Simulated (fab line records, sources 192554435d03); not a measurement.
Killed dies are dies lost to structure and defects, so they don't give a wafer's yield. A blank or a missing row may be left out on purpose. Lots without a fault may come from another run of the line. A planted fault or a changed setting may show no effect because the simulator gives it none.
fab line records | flow n5_finfet
record lots=10 wafers=30 last_day=17
route steps=1938 shown BEOL_M7@1310 BEOL_M8@1347 PASSIVATION@1936
lots that met no fault: from a run of the same line without faults
start_h: hours from the record's first day to the start of the lot's first wafer shown | wait_h: hours since the lot's step before | " the same as in the row above | L1.1+2: a row that stands for several wafers | - no value, or no start given | * or withheld: withheld | < > ~ a bound
route shown NAME@n: a module of which the file shows steps, and the number in the route of the first | usual: mean/standard deviation of fault-free wafers | same: alike in all rows | chamber/n: place in a boat | sites: the reading at each site | _std_site: their standard deviation | _edge_site: outer sites' mean less inner sites' | radius_mm: how far each site lies from the wafer's centre | mask NAME#n: copy n | behind: the tool/chamber that last shaped the wafer | hold: why the lot was held/for how many hours/how that ended | device: the transistor (n, p or np) that didn't switch | end of line: the same wafers' tests at the end of the route | a step without rows: its recipe alone | killed: dies lost to structure and defects at the first sort, not the wafer's yield | map: a wafer's dies, x killed, . not, _ none there
set.NAME: the setting as run; set.NAME@STEP: as run at that earlier step | model.NAME: the simulator's own value behind a step, which no gauge read
steps of the route over a sample of lots; a table a step, a row a wafer
services: from which hour (start_h, from the record's first day; less than 0 if before it) a tool's chamber was out of use, for how many hours, and why
## steps
# step N5_BEOL_M7_STRIP_80
# recipe chemistry=N2/H2 time_s=10 power_w=450 temp_c=40 pressure_mtorr=20 rf_frequency_hz=6e+07 bias_power_w=7 n2_flow_sccm=200 h2_flow_sccm=200
# usual drypump_motor_current_A=5.8/0.49 oes_product_au=0.79/0.07 rf_vpp_V=59.2/0.99 showerhead_plenum_p_Torr=2.53/0.053 temp_c=40.00/0.11 throttle_valve_pct=23.6/0.36
# columns lot.wafer tool chamber start_h wait_h drypump_motor_current_A oes_product_au rf_hours_counter_h rf_vpp_V showerhead_plenum_p_Torr temp_c throttle_valve_pct
L332.1 rie_diel-05 1 - - 5.7 0.73 172 60.2 2.61 40.05 23.3
L332.5 " 3 " " 6.4 0.82 - 56.6 2.47 40.11 24.2
L332.6 " 2 " " 5.9 0.80 - 59.2 2.54 39.99 23.1
L331.3 rie_diel-03 3 - - 6.7 0.80 102 60.2 2.56 39.94 23.7
L331.4 " 2 " " 5.8 0.69 238 59.6 2.60 40.01 23.5
L331.6 " 0 " " 5.3 0.81 - 60.0 2.46 40.10 23.8
L333.2 rie_diel-02 3 - - 5.4 0.75 175 60.6 2.55 39.92 24.2
L333.4 " 2 " " 6.5 0.71 176 60.5 2.51 39.85 23.5
L333.6 " 0 " " 5.4 0.86 - 58.1 2.50 40.02 23.4
L334.4 rie_diel-03 1 - - 4.8 0.87 35 61.9 2.60 40.06 23.4
L334.5 " 1 " " 4.8 0.87 - 58.8 2.60 40.14 23.4
L334.6 " 0 " " 5.4 0.81 - 59.6 2.46 39.96 23.8
L335.1 rie_diel-02 1 - - 5.7 0.80 110 58.6 2.44 40.04 23.8
L335.2 " 0 " " 5.4 0.85 67 58.7 2.49 40.11 23.4
L335.5 " 3 " " 5.4 0.75 - 59.9 2.55 40.03 24.2
L346.3 rie_diel-02 1 - - 5.7 0.78 121 58.5 2.44 40.08 23.8
L346.4 " 3 " " 5.4 0.73 194 58.4 2.55 40.09 24.2
L346.5 " 0 " " 5.4 0.83 - 58.4 2.49 40.01 23.4
L345.1 rie_diel-05 1 - - 5.6 0.70 201 60.2 2.60 40.19 23.3
L345.2 " 0 " " 5.9 0.99 0 58.4 2.49 40.03 23.4
L345.6 " 0 " " 5.9 0.99 - 58.0 2.49 40.12 23.4
L347.2 rie_diel-03 2 - - 5.8 0.93 8 60.0 2.59 39.82 23.2
L347.4 " 2 " " 5.7 0.94 - 59.8 2.59 39.96 23.2
L347.5 " 0 " " 5.3 0.80 - 59.4 2.45 39.83 23.8
L348.1 rie_diel-03 0 - - 5.3 0.79 123 58.8 2.45 40.16 23.8
L348.2 " 1 " " 4.8 0.84 58 60.5 2.59 39.96 23.4
L348.4 " 2 " " 5.7 0.93 11 57.9 2.59 39.88 23.2
L350.1 rie_diel-03 1 - - 4.8 0.83 64 58.1 2.58 40.17 23.4
L350.2 " 2 " " 5.7 0.91 17 59.8 2.58 39.89 23.2
L350.3 " 0 " " 5.3 0.78 129 59.1 2.45 40.14 23.8
# step N5_BEOL_M7_PRE_CLEAN_45
# recipe gas=H2/He time_s=30 temp_c=250
# usual heater_power_w=326/18 susceptor_temp_C=249.98/0.16
# columns lot.wafer tool chamber start_h wait_h heater_power_w susceptor_temp_C
L332.1 pvd_sputter-01 - 217.77 0.0 331 250.06
L332.5 " - " " 279 249.87
L332.6 " - " " 327 250.13
L331.3 pvd_sputter-03 - 224.45 0.0 318 250.27
L331.4 " - " " 335 250.06
L331.6 " - " " 324 250.02
L333.2 pvd_sputter-02 - 224.97 0.0 323 249.72
L333.4 " - " " 346 250.24
L333.6 " - " " 314 249.85
L334.4 pvd_sputter-01 - 241.80 0.0 327 250.05
L334.5 " - " " 333 249.95
L334.6 " - " " 278 249.92
L335.1 pvd_sputter-01 - 246.64 0.0 319 249.83
L335.2 " - " " 330 250.04
L335.5 " - " " 331 250.14
L346.3 pvd_sputter-02 - 292.57 0.0 322 249.92
L346.4 " - " " 323 250.00
L346.5 " - " " 323 249.93
L345.1 pvd_sputter-01 - 298.37 0.0 321 250.01
L345.2 " - " " 343 249.88
L345.6 " - " " 323 250.00
L347.2 pvd_sputter-03 - 312.26 0.0 323 249.96
L347.4 " - " " 355 250.07
L347.5 " - " " 348 249.86
L348.1 pvd_sputter-02 - 319.75 0.0 313 249.83
L348.2 " - " " 362 249.60
L348.4 " - " " 333 249.82
L350.1 pvd_sputter-03 - 335.31 0.0 323 249.78
L350.2 " - " " 335 250.15
L350.3 " - " " 326 250.18
# step N5_BEOL_M7_DEP_56
# recipe material=SiCN target_thk_a=100 temp_c=withheld precursor=3MS/NH3 pressure_torr=3 rf_w=202 time_s=17.5
# usual showerhead_plenum_p_Torr=3.670/0.011 throttle_valve_pct=9.0/0.52
# columns lot.wafer tool chamber start_h wait_h showerhead_plenum_p_Torr throttle_valve_pct
L332.1 pecvd-03 0 219.63 0.0 3.674 8.3
L332.5 " 1 " " 3.689 9.4
L332.6 " 0 " " 3.675 8.5
L331.3 pecvd-02 1 226.74 0.0 3.660 9.7
L331.4 " 0 " " 3.673 9.3
L331.6 " 0 " " 3.664 9.5
L333.2 pecvd-02 1 227.24 0.0 3.662 9.5
L333.4 " 0 " " 3.659 9.4
L333.6 " 0 " " 3.668 9.5
L334.4 pecvd-02 2 245.47 0.0 3.667 8.2
L334.5 " 0 " " 3.664 9.9
L334.6 " 1 " " 3.661 9.7
L335.1 pecvd-02 0 248.38 0.0 3.660 9.7
L335.2 " 2 " " 3.672 8.2
L335.5 " 0 " " 3.663 9.5
L346.3 pecvd-04 1 294.25 0.0 3.674 8.8
L346.4 " 0 " " 3.661 9.2
L346.5 " 2 " " 3.660 9.6
L345.1 pecvd-04 1 299.99 0.0 3.675 9.1
L345.2 " 0 " " 3.671 9.0
L345.6 " 0 " " 3.663 9.2
L347.2 pecvd-03 2 313.74 0.0 3.671 8.5
L347.4 " 1 " " 3.688 9.4
L347.5 " 0 " " 3.679 8.3
L348.1 pecvd-04 2 321.84 0.0 3.657 10.1
L348.2 " 1 " " 3.672 9.1
L348.4 " 2 " " 3.653 9.8
L350.1 pecvd-04 2 338.24 0.0 3.651 9.8
L350.2 " 1 " " 3.673 8.8
L350.3 " 0 " " 3.666 9.6
# step N5_BEOL_M7_RS_MEAS_57
# recipe thk_meas_gauge=four-point-probe reads=Cu_of_BEOL_M7_ECD_50+Co_of_BEOL_M7_CVD_78+TaN_of_BEOL_M7_ALD_77
# usual M7_RS=0.285/0.0083
# columns lot.wafer tool chamber start_h wait_h M7_RS[ohm/sq]
L332.1 film_metro-02 - 219.70 0.1 0.295
L332.5 " - " " 0.281
L332.6 " - " " 0.285
L331.3 film_metro-01 - 226.81 0.1 0.279
L331.4 " - " " 0.299
L331.6 " - " " 0.287
L333.2 film_metro-02 - 227.33 0.1 0.281
L333.4 " - " " 0.296
L333.6 " - " " 0.270
L334.4 film_metro-01 - 245.52 0.0 0.277
L334.5 " - " " 0.283
L334.6 " - " " 0.290
L335.1 film_metro-02 - 248.45 0.1 0.289
L335.2 " - " " 0.280
L335.5 " - " " 0.295
L346.3 film_metro-01 - 294.32 0.1 0.283
L346.4 " - " " 0.272
L346.5 " - " " 0.273
L345.1 film_metro-02 - 300.06 0.1 0.300
L345.2 " - " " 0.290
L345.6 " - " " 0.287
L347.2 film_metro-02 - 313.81 0.1 0.286
L347.4 " - " " 0.281
L347.5 " - " " 0.279
L348.1 film_metro-01 - 321.91 0.1 0.288
L348.2 " - " " 0.276
L348.4 " - " " 0.294
L350.1 film_metro-01 - 338.31 0.1 0.275
L350.2 " - " " 0.285
L350.3 " - " " 0.287
# step N5_BEOL_M7_INSPECT_58
# recipe inspect_instrument=darkfield mode=post_dep
# usual raw_defect_count=73/22
# columns lot.wafer tool chamber start_h wait_h raw_defect_count
L332.1 defect_inspect-02 - 219.73 0.0 51
L332.5 " - " " 48
L332.6 " - " " 56
L331.3 defect_inspect-01 - 226.83 0.0 59
L331.4 " - " " 37
L331.6 " - " " 45
L333.2 defect_inspect-02 - 227.36 0.0 70
L333.4 " - " " 82
L333.6 " - " " 118
L334.4 defect_inspect-02 - 245.55 0.0 380
L334.5 " - " " 63
L334.6 " - " " 59
L335.1 defect_inspect-01 - 248.48 0.0 85
L335.2 " - " " 361
L335.5 " - " " 32
L346.3 defect_inspect-01 - 294.35 0.0 81
L346.4 " - " " 88
L346.5 " - " " 73
L345.1 defect_inspect-02 - 300.09 0.0 84
L345.2 " - " " 51
L345.6 " - " " 89
L347.2 defect_inspect-02 - 313.83 0.0 61
L347.4 " - " " 42
L347.5 " - " " 53
L348.1 defect_inspect-02 - 321.94 0.0 79
L348.2 " - " " 66
L348.4 " - " " 65
L350.1 defect_inspect-01 - 338.33 0.0 32
L350.2 " - " " 60
L350.3 " - " " 36
# step N5_BEOL_M8_INSPECT_13
# recipe mode=adi inspect_instrument=brightfield
# usual raw_defect_count=418/110
# columns lot.wafer tool chamber start_h wait_h raw_defect_count
L332.1 defect_inspect-01 - 223.88 0.0 357
L332.5 " - " " 415
L332.6 " - " " 369
L331.3 defect_inspect-01 - 230.67 0.0 239
L331.4 " - " " 189
L331.6 " - " " 212
L333.2 defect_inspect-01 - 231.02 0.0 506
L333.4 " - " " 429
L333.6 " - " " 440
L334.4 defect_inspect-02 - 248.57 0.0 752
L334.5 " - " " 581
L334.6 " - " " 519
L335.1 defect_inspect-02 - 250.33 0.0 411
L335.2 " - " " 643
L335.5 " - " " 525
L346.3 defect_inspect-01 - 295.96 0.0 354
L346.4 " - " " 435
L346.5 " - " " 369
L345.1 defect_inspect-02 - 302.52 0.0 545
L345.2 " - " " 374
L345.6 " - " " 701
L347.2 defect_inspect-02 - 319.66 0.1 463
L347.4 " - " " 385
L347.5 " - " " 422
L348.1 defect_inspect-01 - 324.19 0.0 289
L348.2 " - " " 297
L348.4 " - " " 318
L350.1 defect_inspect-01 - 340.41 0.0 272
L350.2 " - " " 391
L350.3 " - " " 307
# step N5_PASSIVATION_PROBE_49
# usual defect_limited_yield=91.4/1.6 killed_at_M0_to_M3=35/10 killed_at_M4_up=12/4.7 killed_at_contacts=12/5.8 killed_at_front_end=38/12 killed_at_other=4/3.2 killed_dies=102/18 killed_open=68/14 killed_short=32/8 sort_bin_4_leakage=0.00/0.043 sort_bin_5_function=5.1/0.96 sort_bin_6_memory=3.2/0.77 sort_bin_8_speed=0.1/0.39 sort_n_pass=1078/20 sort_yield_pct=91.3/1.7
# same gross_dies=1180 killed_at_back_side=0
# columns lot.wafer tool chamber start_h wait_h defect_limited_yield[%] killed_at_M0_to_M3 killed_at_M4_up killed_at_contacts killed_at_front_end killed_at_other killed_dies killed_open killed_short sort_bin_4_leakage[%] sort_bin_5_function[%] sort_bin_6_memory[%] sort_bin_8_speed[%] sort_n_pass sort_yield_pct[%]
L334.4 prober-02 - 319.83 0.2 84.0 42 112 11 22 2 189 52 33 0.51 10.5 4.3 0 985 83.5
L334.5 prober-02 - 319.88 0.2 92.5 47 6 10 24 1 88 60 27 0 4.7 2.7 0 1092 92.5
L334.6 prober-02 - 319.93 0.3 92.9 30 7 7 35 5 84 52 22 0 4.1 2.1 0 1096 92.9
L335.1 prober-01 - 327.58 0.0 91.6 43 15 12 26 3 99 70 29 0 4.8 3.2 0 1081 91.6
L335.2 prober-01 - 327.63 0.1 83.1 50 114 8 22 5 199 62 29 0 10.3 4.8 0 981 83.1
L335.5 prober-01 - 327.78 0.2 93.1 37 15 5 20 5 82 63 19 0 4.3 2.5 0 1098 93.1
L346.3 prober-01 - 371.09 0.1 90.2 32 7 32 41 4 116 83 30 0 6.4 3.3 0 1064 90.2
L346.4 prober-01 - 371.14 0.2 93.1 31 16 15 15 5 82 63 17 0 4.9 2.0 0 1098 93.1
L346.5 prober-01 - 371.19 0.2 91.3 28 21 18 31 5 103 75 28 0 4.9 3.4 0 1077 91.3
# killed by level:class
L334.4 BEOL_M7:unspecified=103 FIN_SAQP:geometric_particle:short=10 MOL_CONTACT_COAG:geometric_particle:open=9 BEOL_M2:geometric_particle:open=8 BEOL_M3:geometric_particle:open=7 BEOL_M0_SAQP:geometric_particle:open=6 BEOL_M0_SAQP:geometric_particle:short=6 BEOL_M1:geometric_particle:open=5
L334.5 BEOL_M0_SAQP:geometric_particle:open=15 BEOL_M0_SAQP:geometric_particle:short=10 BEOL_M3:geometric_particle:open=7 STI_FIN_REVEAL:geometric_particle:open=6 MOL_CONTACT_COAG:geometric_particle:open=6 BEOL_M0:geometric_particle:open=6 BEOL_M2:geometric_particle:open=5 MOL_CONTACT_COAG:geometric_particle:short=4
L334.6 BEOL_M0_SAQP:geometric_particle:open=9 HKMG_FIN:area_etch=9 MOL_CONTACT_COAG:geometric_particle:open=7 BEOL_M3:geometric_particle:open=7 DUMMY_GATE:geometric_particle:open=6 STI_FIN_REVEAL:geometric_particle:open=4 BEOL_M2:geometric_particle:open=4 FIN_SAQP:geometric_particle:short=3
L335.1 BEOL_M0_SAQP:geometric_particle:open=14 BEOL_M3:geometric_particle:open=14 STI_FIN_REVEAL:geometric_particle:open=8 MOL_CONTACT_COAG:geometric_particle:open=8 BEOL_M0_SAQP:geometric_particle:short=7 GATE_CUT:geometric_particle:short=5 BEOL_M4:geometric_particle:open=5 MOL_CONTACT_COAG:geometric_particle:short=4
L335.2 BEOL_M7:unspecified=105 BEOL_M0_SAQP:geometric_particle:open=11 BEOL_M3:geometric_particle:open=11 BEOL_M0_SAQP:geometric_particle:short=10 MOL_CONTACT_COAG:geometric_particle:open=8 BEOL_M2:geometric_particle:open=8 BEOL_M1:geometric_particle:open=7 FIN_SAQP:geometric_particle:short=5
L335.5 BEOL_M3:geometric_particle:open=13 BEOL_M4:geometric_particle:open=11 BEOL_M0_SAQP:geometric_particle:open=10 BEOL_M1:geometric_particle:open=7 DUMMY_GATE:geometric_particle:open=4 MOL_CONTACT_COAG:geometric_particle:open=4 FIN_SAQP:geometric_particle:short=3 STI_FIN_REVEAL:geometric_particle:open=3
L346.3 MOL_CONTACT_COAG:geometric_particle:open=25 STI_FIN_REVEAL:geometric_particle:open=15 BEOL_M3:geometric_particle:open=8 BEOL_M3:geometric_particle:short=7 BEOL_M0_SAQP:geometric_particle:open=6 MOL_CONTACT_COAG:geometric_particle:short=5 FIN_SAQP:geometric_particle:short=4 DUMMY_GATE:geometric_particle:open=4
L346.4 MOL_CONTACT_COAG:geometric_particle:open=11 BEOL_M3:geometric_particle:open=10 BEOL_M0_SAQP:geometric_particle:open=7 BEOL_M2:geometric_particle:open=6 BEOL_M8:geometric_particle:open=5 GATE_CUT:geometric_particle:open=3 MOL_CONTACT_COAG:geometric_particle:short=3 BEOL_M3:geometric_particle:short=3
L346.5 MOL_CONTACT_COAG:geometric_particle:open=18 BEOL_M0_SAQP:geometric_particle:open=11 STI_FIN_REVEAL:geometric_particle:open=11 BEOL_M0_SAQP:geometric_particle:short=6 BEOL_M3:geometric_particle:open=6 BEOL_M4:geometric_particle:open=6 FIN_SAQP:geometric_particle:open=4 FIN_SAQP:geometric_particle:short=4
## services
# columns tool chamber start_h hours kind
pecvd-02 2 202.38 - clean
pecvd-02 2 202.38 - consumable_replace:showerhead
pecvd-02 2 202.38 29.0 scheduled_down
pecvd-02 2 202.38 29.0 vent_cycle
pecvd-03 0 209.19 2.1 scheduled_down
pecvd-04 1 215.42 16.5 scheduled_down
rie_diel-02 - 249.58 2.8 pm
pecvd-02 0 251.39 5.1 repair
rie_diel-03 2 261.75 - clean
rie_diel-03 2 261.75 - consumable_replace:focus_ring
rie_diel-03 2 261.75 24.2 scheduled_down
rie_diel-03 2 261.75 24.2 vent_cycle
rie_diel-05 0 269.66 - clean
rie_diel-05 0 269.66 - consumable_replace:focus_ring
rie_diel-05 0 269.66 24.8 scheduled_down
rie_diel-05 0 269.66 24.8 vent_cycle
pecvd-04 1 287.78 2.1 scheduled_down
## key
first_sign step=N5_BEOL_M7_INSPECT_58 reading=raw_defect_count direction=up sigmas=14 usual=73 struck=370
effect step=N5_BEOL_M8_INSPECT_13 reading=raw_defect_count direction=up sigmas=2.5 usual=418 struck=698
effect step=N5_PASSIVATION_PROBE_49 reading=killed_at_M4_up direction=up sigmas=21 usual=12 struck=113
more_kills_born_at N5_BEOL_M7_DEP_56@pecvd-02=208
met_at N5_BEOL_M7_DEP_56
struck_lots L334,L335
struck_wafers L334.4,L335.2
not_acting_at N5_BEOL_M7_STRIP_80,N5_BEOL_M7_PRE_CLEAN_45,N5_BEOL_M7_RS_MEAS_57
fault kind=chamber_particle_source tool=pecvd-02 chamber=2 onset_h=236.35 steps=N5_BEOL_M7_DEP_56 rate_per_visit_cm2=0.44443 end_h=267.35
